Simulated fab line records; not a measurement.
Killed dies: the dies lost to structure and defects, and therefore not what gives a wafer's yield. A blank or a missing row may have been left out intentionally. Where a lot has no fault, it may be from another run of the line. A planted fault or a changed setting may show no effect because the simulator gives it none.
Comparing a struck lot with a sound one || flow nand_harc || 25 steps out of a route of 1159
Sound: the wafers L622.1, L622.3, L622.5. Struck: wafers L630.1, L630.3, L630.6. At the end, the cause is stated.
Each step with rows lists, per side, the tool, then ch with its chambers, then its first start. Under that, the readings that differ: sound wafers || struck wafers || difference of the means || sigmas: that difference in standard deviations of wafers without a fault.
alike: words and numbers the same on both sides, and readings whose means are apart by under 2 such deviations; not compared: readings that were withheld, readings missing a value for some wafer, numbers with overlapping values and no deviation given by the record, and bounds like >300 which may hide the same value.
The two part at a step that has a row with sigmas, a row that says differs or no value, or rows on one side only. Numbers that don't overlap but have no deviation are shown without sigmas and don't part them. Lack of a reading on every wafer of one side parts them only where that side has two or more wafers.

first, 5 steps without rows for these wafers: NHARC_P_GATE_STRIP_15 (strips in SPM, time 780 s); NHARC_P_GATE_PRECLEAN_71 (cleans in SC1); NHARC_P_GATE_SRD_72; NHARC_P_GATE_OXIDE_16 (material SiO2, target thk 3 nm, ox time 392 s); NHARC_P_GATE_CVD_17 (deposits poly-Si, target thk 150 nm, time 900 s).
NHARC_P_GATE_HM_DEP_102: deposits aC, target thk 120 nm.
  sound on acl_dep-03 ch 0, day 8 13:13; struck on acl_dep-02 ch 0, day 9 02:13
  alike: throttle_valve_pct
NHARC_P_GATE_DEP_103: deposits SiON, target thk 30 nm.
  sound on pecvd-01 ch 0, day 8 13:53; struck on pecvd-02 ch 0,1,2, day 9 02:54
  alike: heater_power_w
then, 5 steps without rows for these wafers: NHARC_P_GATE_DEHYDRATE_18 (time 120 s); NHARC_P_GATE_HMDS_19 (time 30 s); NHARC_P_GATE_COAT_20 (resist thk 90 nm); NHARC_P_GATE_SOFTBAKE_21 (time 55 s); NHARC_P_GATE_EBR_22.
NHARC_P_GATE_EXPOSE_23: exposes mask P GATE, target cd 120 nm.
  sound on arfi_scanner-03 ch 0, day 8 14:23; struck on arfi_scanner-03 ch 0, day 9 03:32
{"reading": "reticle_temp_C (C)", "sound": "22.83 22.89 22.84", "struck": "23.19 23.03 23.12", "difference": "+0.26", "sigmas": "+3"}
  alike: mask, stage_vel_mm_s
then, 2 steps without rows for these wafers: NHARC_P_GATE_PEB_24 (peb time 65 s); NHARC_P_GATE_DEVELOP_25 (develop time 35 s).
NHARC_P_GATE_CD_MEAS_26: target cd 120 nm.
  sound on cd_sem-03 ch 0, day 8 14:31; struck on cd_sem-03 ch 0, day 9 03:40
{"reading": "cd_nm (nm)", "sound": "119.1 120.0 119.3", "struck": "107.6 113.2 111.0", "difference": -8.9, "sigmas": -16}
NHARC_P_GATE_OVL_MEAS_27:
  sound on overlay-02 at day 8 14:37; struck on overlay-01 at day 9 03:46
  alike: overlay_x_nm, overlay_y_nm
NHARC_P_GATE_INSPECT_28:
  sound on defect_inspect-02 at day 8 14:38; struck on defect_inspect-02 at day 9 03:48
  alike: raw_defect_count
NHARC_P_GATE_DESCUM_31: chemistry O2, time 3 s.
  sound on rie_diel-11 ch 0,1,3, day 8 14:43; struck on rie_diel-13 ch 1,2,3, day 9 04:17
{"reading": "model.P_GATE.cd_nm (nm)", "sound": "119.4 119.9 119.3", "struck": "107.2 113.8 110.1", "difference": -9.2, "sigmas": ""}
  alike: drypump_motor_current_A, oes_product_au, rf_vpp_V, showerhead_plenum_p_Torr, throttle_valve_pct
  not compared: rf_hours_counter_h
NHARC_P_GATE_ETCH_104: etches the open film in CF4/CHF3, target depth 60 nm.
  sound on rie_diel-11 ch 2,3, day 8 14:47; struck on rie_diel-13 ch 0,3, day 9 04:32
  alike: drypump_motor_current_A, oes_product_au, rf_vpp_V, showerhead_plenum_p_Torr, throttle_valve_pct
NHARC_P_GATE_HM_OPEN_105: chemistry O2/COS, target depth 360 nm.
  sound on rie_diel-11 ch 0,1,2; struck on rie_diel-13 ch 2,3
  alike: cos_flow_sccm, drypump_motor_current_A, oes_product_au, rf_vpp_V, showerhead_plenum_p_Torr, throttle_valve_pct
  not compared: rf_hours_counter_h
then, 2 steps without rows for these wafers: NHARC_P_GATE_STRIP_106 (strips in O2/COS); NHARC_P_GATE_ETCH_114 (etches the open film in CF4/O2, target depth 30 nm, overetch 3 nm, time 16.5 s).
NHARC_P_GATE_ETCH_32: etches the open film in HBr/Cl2, target depth 150 nm, time 100.1 s.
  sound on rie_si-02 ch 0,1, day 8 15:16; struck on rie_si-01 ch 1,2, day 9 05:16
  alike: drypump_motor_current_A, oes_product_au, throttle_valve_pct
  not compared: rf_hours_counter_h, model.P_GATE.cd_nm
NHARC_P_GATE_STRIP_108: strips in O2.
  sound on rie_diel-11 ch 0,2,3, day 8 15:27; struck on rie_diel-08 ch 0,3, day 9 05:26
  alike: drypump_motor_current_A, oes_product_au, rf_vpp_V, showerhead_plenum_p_Torr, throttle_valve_pct
  not compared: rf_hours_counter_h

WHERE THEY PART
At NHARC_P_GATE_EXPOSE_23 first; at NHARC_P_GATE_CD_MEAS_26 last (within this record only). Later steps at which nothing parts them and some readings are alike: NHARC_P_GATE_OVL_MEAS_27, NHARC_P_GATE_INSPECT_28, NHARC_P_GATE_DESCUM_31, NHARC_P_GATE_ETCH_104, NHARC_P_GATE_HM_OPEN_105, NHARC_P_GATE_ETCH_32, NHARC_P_GATE_STRIP_108.

WHY: what had been put in by the simulator
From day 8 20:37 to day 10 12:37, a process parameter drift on arfi_scanner-03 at NHARC_P_GATE_EXPOSE_23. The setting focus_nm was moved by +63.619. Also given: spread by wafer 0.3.
